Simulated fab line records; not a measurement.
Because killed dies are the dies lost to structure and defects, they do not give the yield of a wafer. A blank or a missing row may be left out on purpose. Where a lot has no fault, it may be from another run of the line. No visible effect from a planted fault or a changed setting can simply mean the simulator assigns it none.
A struck lot beside a sound one -- flow n5 finfet -- 39 steps out of a route of 1938
Sound: wafers L180.2, L180.5, L180.6. Struck: wafer L181.2 (L181.1, L181.3, from the same lot, were not struck and are left out); the cause is given at the end.
For every step that has rows: the tool of each side, followed by ch and its chambers, followed by its first start. Under that, the readings that differ: sound wafers -- struck wafers -- difference of the means -- sigmas: that difference in standard deviations of wafers without a fault.
alike: same words and numbers on both sides, and readings whose means sit less than 2 such deviations apart. not compared: any withheld reading, any reading some wafer has no value for, any bound like >300 that may hide the same value, and any number with overlapping values for which the record gives no deviation.
The two part at a step that has a row with sigmas, a row that says differs or no value, or rows on one side only. Numbers that have no deviation but don't overlap get no sigmas and don't part them. Lack of a reading on every wafer of one side parts them only where that side has two or more wafers.

first, 9 steps without rows for these wafers: N5_MOL_CONTACT_COAG_PRE_CLEAN_121; N5_MOL_CONTACT_COAG_CVD_140 (deposits W, target thk 66.5 nm, time 215 s); N5_MOL_CONTACT_COAG_PRECLEAN_127 (cleans in DIW, time 57.5 s); N5_MOL_CONTACT_COAG_SRD_128 (dry time 32 s); N5_MOL_CONTACT_COAG_CMP_52 (polishes, stops on SiO2, t overpolish 1.5 s, target thk 66.5 nm); N5_MOL_CONTACT_COAG_ANNEAL_112 (time 1800 s); N5_BEOL_M0_SAQP_PECVD_00 (deposits SiCN from 3MS/NH3, target thk 8 nm, time 14 s); N5_BEOL_M0_SAQP_ILD_DEP_01 (deposits SiOC from DEMS/O2, target thk 45.419 nm, time 8.7 s); N5_BEOL_M0_SAQP_HM_DEP_02 (deposits TiN, target thk 12 nm).
N5_BEOL_M0_SAQP_PECVD_03: deposits SiCN from 3MS/NH3, target thk 12 nm, time 21.1 s.
  sound on pecvd-04 ch 0,1,2, day 8 17:47; struck on pecvd-04 ch 0, day 8 20:17
reading,sound,struck,difference,sigmas
run length s (s),51.6 51.6 51.5,57.4,+5.8,+15
model.SiCN_of_BEOL_M0_SAQP_PECVD_03.thk nm (nm),12 12.4 12.2,15.4,+3.2,
  alike: showerhead plenum p Torr, throttle valve pct
then, 25 steps without rows for these wafers: N5_BEOL_M0_SAQP_PECVD_96 (deposits a-Si from SiH4/He, target thk 45 nm, time 45.2 s); N5_BEOL_M0_SAQP_PECVD_97 (deposits SiNx from SiH4/NH3/N2, target thk 23 nm, time 19.9 s); N5_BEOL_M0_SAQP_PECVD_04 (deposits a-Si from SiH4/He, target thk 60 nm, time 60.2 s); N5_BEOL_M0_SAQP_HM_DEP_111 (deposits SiO2 from SiH4/N2O, target thk 12 nm, time 7.2 s); N5_BEOL_M0_SAQP_COAT_81 (time 60 s, resist thk 100 nm); N5_BEOL_M0_SAQP_COAT_82 (time 60 s, resist thk 30 nm); N5_BEOL_M0_SAQP_COAT_08 (resist thk 90 nm); N5_BEOL_M0_SAQP_EBR_10; N5_BEOL_M0_SAQP_SOFTBAKE_09 (time 60 s); N5_BEOL_M0_SAQP_EXPOSE_11 (exposes mask M0 CORE, target cd 42 nm); N5_BEOL_M0_SAQP_PEB_12 (peb time 60 s); N5_BEOL_M0_SAQP_DEVELOP_13 (develop time 30 s); N5_BEOL_M0_SAQP_DESCUM_19 (chemistry O2, time 7.9 s); N5_BEOL_M0_SAQP_ETCH_83 (etches SiARC in CF4, target depth 39 nm, time 65 s); N5_BEOL_M0_SAQP_ETCH_84 (etches SOC in N2/H2, target depth 100 nm, overetch 20 nm, time 150 s); N5_BEOL_M0_SAQP_STRIP_80 (strips in N2/H2); N5_BEOL_M0_SAQP_HM_OPEN_112 (chemistry CHF3/O2, target SiO2, stops on a-Si, target depth 12 nm, time 13.5 s); N5_BEOL_M0_SAQP_STRIP_113 (strips in CHF3/O2); N5_BEOL_M0_SAQP_MANDREL_ETCH_20 (etches a-Si in HBr/Cl2, stops on SiNx, target depth 60 nm, bt time 10 s, time 30 s); N5_BEOL_M0_SAQP_STRIP_86 (strips in N2/H2); N5_BEOL_M0_SAQP_STRIP_115 (strips in post etch residue remover, time 60 s); N5_BEOL_M0_SAQP_SRD_93 (time 30 s); N5_BEOL_M0_SAQP_RECESS_114 (chemistry HF/NH3, target SiO2, target depth 14.4 nm, afs cycles 3, sublimation time 60 s); N5_BEOL_M0_SAQP_SPACER1_ALD_98 (deposits SiO2, target thk 12.8 nm, pulse time 1 s, purge time 2 s); N5_BEOL_M0_SAQP_SPACER1_ETCHBACK_99 (etches SiO2 in CHF3/O2, target depth 15.4 nm, time 7.7 s).
N5_BEOL_M0_SAQP_RECESS_109: chemistry HF/NH3, target SiO2, target depth 3 nm, afs cycles 1, sublimation time 60 s.
  sound on vapor etch-02 ch 0,1, day 8 21:13; struck on vapor etch-01 ch 1, day 9 00:25
reading,sound,struck,difference,sigmas
model.SiCN_of_BEOL_M0_SAQP_PECVD_03.thk nm (nm),8.6 8.8 8.6,12,+3,
  alike: drypump motor current A, sublimation temp c, temp c
N5_BEOL_M0_ETCH_138: etches SiCN in CH3F/O2, target depth 12 nm, time 31.6 s.
  sound on rie diel-05 ch 0,2,3, day 9 01:19; struck on rie diel-05 ch 2, day 9 03:28
reading,sound,struck,difference,sigmas
model.etch.depth nm (nm),8.561 8.865 8.624,9.231,+0.548,
  alike: drypump motor current A, etch rf on time s, oes product au, rf vpp V, showerhead plenum p Torr, throttle valve pct
  not compared: rf hours counter h
N5_BEOL_M0_ETCH_128: etches SiCN in CF4/N2, target depth 12 nm, overetch 5.1 nm, time 21.4 s.
  sound on rie diel-05 ch 1,2, day 9 04:44; struck on rie diel-05 ch 0, day 9 04:37
reading,sound,struck,difference,sigmas
model.etch.depth nm (nm),8.561 8.865 8.624,11.98,+3.30,
  alike: cf4 flow sccm, drypump motor current A, oes product au, rf vpp V, showerhead plenum p Torr, throttle valve pct
  not compared: rf hours counter h
-- here the record skips 2 days between the struck wafers' starts before and after, leaving off in module BEOL_M0 and picking up in module BEOL_M4 (first step shown: number 1111 of the route) --
N5_BEOL_M4_RC_MEAS_101:
  sound on prober-01 ch 0, day 11 13:13; struck on prober-01 ch 0, day 11 04:43
  alike: DIBL_N, DIBL_P, IOFF_N, IOFF_P, ION_N, ION_P, SS_N, SS_P, VT_N, VT_P

== WHERE THEY PART ==
Only at N5_BEOL_M0_SAQP_PECVD_03, within this record. Later steps at which nothing parts them and some readings are alike: N5_BEOL_M0_SAQP_RECESS_109, N5_BEOL_M0_ETCH_138, N5_BEOL_M0_ETCH_128, N5_BEOL_M4_RC_MEAS_101.

WHY: what had been put in by the simulator
pecvd-04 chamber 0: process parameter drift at N5_BEOL_M0_SAQP_PECVD_03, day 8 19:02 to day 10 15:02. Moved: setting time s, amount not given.
